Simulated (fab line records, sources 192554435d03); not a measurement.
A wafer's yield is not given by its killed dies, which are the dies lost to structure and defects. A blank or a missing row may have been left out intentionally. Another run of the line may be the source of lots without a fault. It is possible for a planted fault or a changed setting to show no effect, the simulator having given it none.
Problem report, 8D (eight disciplines) form, completed by code + flow n5_finfet + the parts of the form that need people (team, actions taken, sign-off) are left out

== 1. PROBLEM STATEMENT ==
rf_fwd_power_W at N5_BEOL_M5_VIA_ETCH_34 reads a mean of 258.4 W on 6 wafers of 2 lots; wafers without a fault read 340.8 W with a standard deviation of 1.5. That is -55 standard deviations from the usual mean.
The step: etches SiCOH lowk in C4F6/O2, target depth 88.3 nm, time 39.2 s.
Earliest sighting: wafer L251.2 on rie_diel-05 at day 11 03:40. Wafers with a number at this step in the record: 18, from 6 lots. Rule for "out", or "out of limits": more than 4 standard deviations from the usual mean. All remaining wafers that have a number are taken as sound.

== 2. WHAT IT IS, AND WHAT IT ISN'T ==
| question                    | is                       | is not                                                                                        |
|-----------------------------|--------------------------|-----------------------------------------------------------------------------------------------|
| which readings at this step | rf_fwd_power_W, rf_vpp_V | bias_w, drypump_motor_current_A, oes_product_au, showerhead_plenum_p_Torr, throttle_valve_pct |
| which lots                  | L251, L254               | L248, L262, L265, L270                                                                        |
| which wafers of those lots  | all that have a number   | -                                                                                             |
| read on which tools         | rie_diel-05              | rie_diel-02, rie_diel-06                                                                      |
| when                        | from day 11 03:40        | up to then (3 sound wafers); but 9 sound wafers of L262, L265, L270 came after                |

== 3. SUSPECTS, AND WHAT RULES EACH OUT ==
Counting: any tool at a process step up to the reading is kept as a suspect provided that every lot that is out went through it and no sound lot did after the first of them.
- rie_diel-05 at N5_BEOL_M5_DESCUM_33 (chemistry O2, time 7 s): kept. All lots that are out passed through it, beginning with L251 at day 11 03:29, and no sound lot followed; its final sound lot before that point was L248 at day 9 22:01.
- rie_diel-05 at N5_BEOL_M5_ETCH_75 (etches underlayer in N2/H2, target depth 6.5 nm, time 5.2 s): kept. All lots that are out passed through it, beginning with L251 at day 11 03:31, and no sound lot followed; its final sound lot before that point was L248 at day 9 22:03.
- rie_diel-05 at N5_BEOL_M5_ETCH_67 (etches SiARC in CF4, target depth 15.6 nm, time 26 s): kept. All lots that are out passed through it, beginning with L251 at day 11 03:32, and no sound lot followed; its final sound lot before that point was L248 at day 9 22:04.
- rie_diel-05 at N5_BEOL_M5_ETCH_68 (etches SOC in N2/H2, target depth 80 nm, overetch 16 nm, time 120 s): kept. All lots that are out passed through it, beginning with L251 at day 11 03:34, and no sound lot followed; its final sound lot before that point was L248 at day 9 22:05.
- rie_diel-05 at N5_BEOL_M5_VIA_ETCH_34 (etches SiCOH lowk in C4F6/O2, target depth 88.3 nm, time 39.2 s): kept. All lots that are out passed through it, beginning with L251 at day 11 03:40, and no sound lot followed; its final sound lot before that point was L248 at day 9 22:11. On those wafers its own readings are out: rf_fwd_power_W, rf_vpp_V.
Left after counting: rie_diel-05 at N5_BEOL_M5_DESCUM_33, rie_diel-05 at N5_BEOL_M5_ETCH_75, rie_diel-05 at N5_BEOL_M5_ETCH_67, rie_diel-05 at N5_BEOL_M5_ETCH_68, rie_diel-05 at N5_BEOL_M5_VIA_ETCH_34.

== 4. THE CAUSE (what the simulator had put in) ==
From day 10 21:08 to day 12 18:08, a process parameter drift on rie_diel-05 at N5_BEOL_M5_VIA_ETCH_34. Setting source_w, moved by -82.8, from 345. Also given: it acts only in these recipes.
5 suspects survive the count, and this tool is in that group.

== 5. THE EFFECT CHAIN, in route order ==
Each row: a reading where the mean over the struck wafers with a number is more than 3 standard deviations away from the usual. Only readings for which the record gives a usual standard deviation are gone through. hours: the time from each lot's start at the first step in this table that gives one to its start at this step, as a median over the lots. sigmas: the change in usual standard deviations.
| hours | step                   | reading        | usual   | on struck wafers | change | sigmas |
|-------|------------------------|----------------|---------|------------------|--------|--------|
| 0     | N5_BEOL_M5_VIA_ETCH_34 | rf_fwd_power_W | 340.8 W | 258.4            | -82.4  | -55    |
| 0     | N5_BEOL_M5_VIA_ETCH_34 | rf_vpp_V       | 671 V   | 764              | +94    | +9.5   |
The process steps in it:
- N5_BEOL_M5_VIA_ETCH_34: etches SiCOH lowk in C4F6/O2, target depth 88.3 nm, time 39.2 s.

== 6. WHAT WOULD HAVE CAUGHT IT SOONER ==
The fault began at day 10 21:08; the first out-of-limits reading in this record came at day 11 03:40, 7 hours later.
